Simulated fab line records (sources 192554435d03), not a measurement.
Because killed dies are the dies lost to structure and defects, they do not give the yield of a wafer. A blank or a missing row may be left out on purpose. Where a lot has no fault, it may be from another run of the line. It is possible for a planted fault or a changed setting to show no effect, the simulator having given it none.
Lot-split experiment	flow n5 finfet	7 lots, 21 wafers read, on a route of 1938 steps

== THE SPLIT ==
At N5_BEOL_M5_EXPOSE_08 (exposes mask M5, target cd 28 nm), the setting dose mj was moved away from the recipe's 35.75 on 5 of the 21 wafers read, by -3.0% to +6.5%. The other wafers ran this setting at the recipe's value.

== FROM THE SPLIT TO THE READING: what the file shows between them, 12 steps ==
- N5_BEOL_M5_PEB_09: peb time 60 s
- N5_BEOL_M5_DEVELOP_10: develop time 30 s
- N5_BEOL_M5_CD_MEAS_11: target cd 27.74 nm
- N5_BEOL_M5_DESCUM_16: chemistry O2, time 7 s
- N5_BEOL_M5_ETCH_72: etches underlayer in N2/H2, target depth 6.5 nm, time 5.2 s
- N5_BEOL_M5_ETCH_61: etches SiARC in CF4, target depth 15.6 nm, time 26 s
- N5_BEOL_M5_ETCH_62: etches SOC in N2/H2, target depth 75 nm, overetch 15 nm, time 112.5 s
- N5_BEOL_M5_STRIP_63: strips in N2/H2
- N5_BEOL_M5_STRIP_73: strips in N2/H2
- N5_BEOL_M5_STRIP_64: strips in CF4
- N5_BEOL_M5_HM_OPEN_17: chemistry Cl2/BCl3, target TiN, target depth 20 nm, overetch 6 nm
- N5_BEOL_M5_STRIP_19: strips in O2

== THE READING ==
cd nm, in nm, at N5_BEOL_M5_CD_MEAS_18 (pitch 56 nm, target cd 28 nm). A value of 27.9 nm with a standard deviation of 0.37 nm is what fault-free wafers of this fab line usually give.

wafer	tool, chamber at the split	dose mj as run	against the recipe	cd nm, nm	against lot-mates on the recipe
L074.1	euv scanner-02, 0	37.91	+6.0%	28.8	+1.1
L074.2	euv scanner-02, 0	35.75	recipe	27.7	-
L074.3	euv scanner-02, 0	37.91	+6.0%	28.5	+0.8
L077.3	euv scanner-02, 0	34.66	-3.0%	27.6	-0.4
L077.4	euv scanner-02, 0	35.75	recipe	28.1	-
L077.5	euv scanner-02, 0	35.75	recipe	27.8	-
L078.2	euv scanner-01, 0	35.75	recipe	28.3	-
L078.4	euv scanner-01, 0	35.75	recipe	28.2	-
L078.5	euv scanner-01, 0	35.75	recipe	28.3	-
L081.3	euv scanner-02, 0	35.75	recipe	27.7	-
L081.4	euv scanner-02, 0	38.08	+6.5%	29.0	+1.2
L081.5	euv scanner-02, 0	35.75	recipe	27.9	-
L084.1	euv scanner-02, 0	35.75	recipe	28.3	-
L084.4	euv scanner-02, 0	35.75	recipe	28.3	-
L084.5	euv scanner-02, 0	35.75	recipe	28.1	-
L087.1	euv scanner-01, 0	35.75	recipe	27.4	-
L087.3	euv scanner-01, 0	35.75	recipe	27.7	-
L087.4	euv scanner-01, 0	35.75	recipe	27.1	-
L094.3	euv scanner-01, 0	35.75	recipe	28.3	-
L094.4	euv scanner-01, 0	35.75	recipe	28.1	-
L094.6	euv scanner-01, 0	37.34	+4.4%	28.7	+0.5

THE FIT
A straight line over all 21 wafers: cd nm changes by +0.135 nm for each +1% of dose mj; r = +0.72; the points scatter about the line by 0.33 nm.
The same after taking each lot's own level away (the mean of its wafers on the recipe; 21 wafers): +0.155 nm for each +1%; r = +0.94; scatter 0.15 nm.
The reading moves by 1 nm for the largest change in dose mj, on that fit.
Measured against the standard deviation above, the lots' own levels, which go from 27.40 to 28.27 nm, span 2.3 times it.
So the lot-to-lot level blurs the effect unless lot-mates are compared.
Check: for one of the wafers moved furthest among these (+6.5%), held out of the fit, the line's prediction against its lot-mates is +0.944 nm. Against them it came out at +1.2 nm.

== OTHER SPLITS ON THESE WAFERS ==
Other splits were also applied to these wafers ahead of the reading. Each is held against what the fit with the lots' levels taken away leaves over:
other split on the same wafers	wafers away from the commonest value	r with cd nm (lot level and that fit taken away)
N5_BEOL_M4_ILD_DEP_00 time s	6	+0.16
N5_BEOL_M5_ILD_DEP_00 time s	6	-0.14

== THE WHOLE CHAIN: every reading that the file lists as answering this split, in the file's order ==
step	what it does	reading	change (the file's fit)	r (the file's)
N5_BEOL_M5_CD_MEAS_11	target cd 27.74 nm	cd nm	+0.207 nm for each +1% of the setting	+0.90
N5_BEOL_M5_DESCUM_16	chemistry O2, time 7 s	BEOL_M5.cd nm (the simulator's own value, which no gauge read)	+0.19 nm for each +1% of the setting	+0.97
N5_BEOL_M5_ETCH_61	etches SiARC in CF4, target depth 15.6 nm, time 26 s	BEOL_M5.cd nm (the simulator's own value, which no gauge read)	+0.164 nm for each +1% of the setting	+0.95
N5_BEOL_M5_ETCH_62	etches SOC in N2/H2, target depth 75 nm, overetch 15 nm, time 112.5 s	BEOL_M5.cd nm (the simulator's own value, which no gauge read)	+0.151 nm for each +1% of the setting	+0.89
N5_BEOL_M5_HM_OPEN_17	chemistry Cl2/BCl3, target TiN, target depth 20 nm, overetch 6 nm	BEOL_M5.cd nm (the simulator's own value, which no gauge read)	+0.169 nm for each +1% of the setting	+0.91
N5_BEOL_M5_CD_MEAS_18	pitch 56 nm, target cd 28 nm	cd nm	+0.161 nm for each +1% of the setting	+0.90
N5_BEOL_M5_ETCH_68	etches SOC in N2/H2, target depth 80 nm, overetch 16 nm, time 120 s	BEOL_M5.cd nm (the simulator's own value, which no gauge read)	+0.21 nm for each +1% of the setting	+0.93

== FILE'S OWN FIT ==
cd nm changes by +0.161 nm for each +1% of dose mj, r = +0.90.
